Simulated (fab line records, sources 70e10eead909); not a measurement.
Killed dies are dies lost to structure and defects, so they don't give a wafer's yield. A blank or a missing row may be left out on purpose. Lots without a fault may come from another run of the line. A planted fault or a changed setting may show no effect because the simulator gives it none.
A struck lot beside a sound one | flow nand_harc | 15 steps out of a route of 1159
Sound: wafers L781.1, L781.3, L781.4. Struck: wafers L789.3, L789.4, L789.5. The cause comes at the end.
At each step with rows: each side's tool, then ch and its chambers, then its first start. Under that, the readings that differ: sound wafers | struck wafers | difference of the means | sigmas: that difference in standard deviations of wafers without a fault.
alike: readings whose means differ by less than 2 such deviations, and words and numbers that are the same on both sides. not compared: withheld readings, readings that some wafer has no value for, bounds like >300 that may hide the same value, and numbers for which the record gives no deviation and whose values overlap.
The two part at a step that has a row with sigmas, a row that says differs or no value, or rows on one side only. Numbers that don't overlap but have no deviation are shown without sigmas and don't part them. A reading that every wafer of one side lacks parts them only if that side has two wafers or more.

NHARC_A_CONTACT_CD_MEAS_42: target cd 200 nm.
  sound on cd_sem-01 ch 0, day 16 19:16; struck on cd_sem-02 ch 0, day 19 20:08
  alike: cd_nm
NHARC_A_CONTACT_OVL_MEAS_43:
  sound on overlay-02, day 16 19:22; struck on overlay-02, day 19 20:13
  reading           | sound          | struck      | difference | sigmas
  overlay_x_nm (nm) | -1.3 -1.3 -1.3 | 0.5 1.1 0.8 | +2.1       | +2
  alike: overlay_y_nm
NHARC_A_CONTACT_INSPECT_44:
  sound on defect_inspect-01, day 16 19:23; struck on defect_inspect-02, day 19 20:15
  alike: raw_defect_count
NHARC_A_CONTACT_DESCUM_47: chemistry O2, time 3 s.
  sound on rie_diel-08 ch 0,2,3, day 16 19:27; struck on rie_diel-05 ch 0,1,2, day 19 20:20
  alike: drypump_motor_current_A, oes_product_au, rf_vpp_V, showerhead_plenum_p_Torr, throttle_valve_pct
  not compared: rf_hours_counter_h
NHARC_A_CONTACT_ETCH_48: etches the open film in CF4, target depth 39 nm, time 65 s.
  sound on rie_diel-08 ch 0,1,2, day 16 19:32; struck on rie_diel-05 ch 0,1,3, day 19 20:24
  alike: bias_w, cf4_flow_sccm, drypump_motor_current_A, oes_product_au, rf_vpp_V, showerhead_plenum_p_Torr, throttle_valve_pct
  not compared: rf_hours_counter_h
then, 2 steps without rows for these wafers: NHARC_A_CONTACT_ETCH_49 (etches the open film in N2/H2, target depth 260 nm, time 475.3 s); NHARC_A_CONTACT_ETCH_50 (etches the open film in CF4/CHF3, target depth 84.7 nm, time 42.4 s).
NHARC_A_CONTACT_ETCH_51: etches the open film in O2/COS, target depth 3600 nm, time 936 s.
  sound on rie_diel-08 ch 1,2,3; struck on rie_diel-05 ch 1,3
  reading               | sound             | struck            | difference | sigmas
  oes_product_au (a.u.) | 1.002 0.999 0.994 | 1.038 1.026 1.009 | +0.026     | +2
  alike: bias_w, chamber_pressure_mTorr, drypump_motor_current_A, rf_vpp_V, showerhead_plenum_p_Torr, throttle_valve_pct
  not compared: rf_hours_counter_h
then, 1 step without rows for these wafers: NHARC_A_CONTACT_ETCH_111 (etches the open film in C4F8/O2/Ar, time 140 s, target depth 700 nm).
NHARC_A_CONTACT_ETCH_112: etches the open film in C4F8/O2/Ar, time 94 s, target depth 922 nm.
  sound on har_cap_etch-01 ch 0,1, day 16 20:58; struck on har_cap_etch-02 ch 0,1, day 19 21:49
  alike: chamber_pressure_mTorr, oes_air_line_au
  not compared: rf_hours_counter_h
then, 1 step without rows for these wafers: NHARC_A_CONTACT_ETCH_113 (etches the open film in C4F8/O2/Ar, time 94 s, target depth 922 nm).
NHARC_A_CONTACT_ETCH_114: etches the open film in C4F8/O2/Ar, time 94 s, target depth 922 nm.
  sound on har_cap_etch-01 ch 0,1, day 16 21:09; struck on har_cap_etch-02 ch 0,1, day 19 22:00
  alike: chamber_pressure_mTorr, oes_air_line_au
  not compared: rf_hours_counter_h
NHARC_A_CONTACT_ETCH_115: etches the open film in C4F8/O2/Ar, time 94 s, target depth 922 nm.
  sound on har_cap_etch-01 ch 0,1, day 16 21:14; struck on har_cap_etch-02 ch 0,1, day 19 22:05
  no value came back on the struck wafers for chamber_pressure_mTorr (mTorr), oes_air_line_au (a.u.); on the sound wafers chamber_pressure_mTorr (mTorr) reads 19.970 19.981 20.011
  not compared: rf_hours_counter_h
then, 1 step without rows for these wafers: NHARC_A_CONTACT_ETCH_116 (etches the open film in C4F8/O2/Ar, time 94 s, target depth 922 nm).
-- the record jumps here: 3 days lie between the struck wafers' starts before and after (it left off in module A_CONTACT and takes up again in module END, whose first step shown is number 1159 of the route) --
NHARC_END_SORT_01:
  the record has rows for the struck wafers here (prober-01 ch 0, day 22 23:41) and none for the sound ones

WHERE THEY PART
First at NHARC_A_CONTACT_OVL_MEAS_43; last, within this record, at NHARC_END_SORT_01.

WHY: what the simulator had put in
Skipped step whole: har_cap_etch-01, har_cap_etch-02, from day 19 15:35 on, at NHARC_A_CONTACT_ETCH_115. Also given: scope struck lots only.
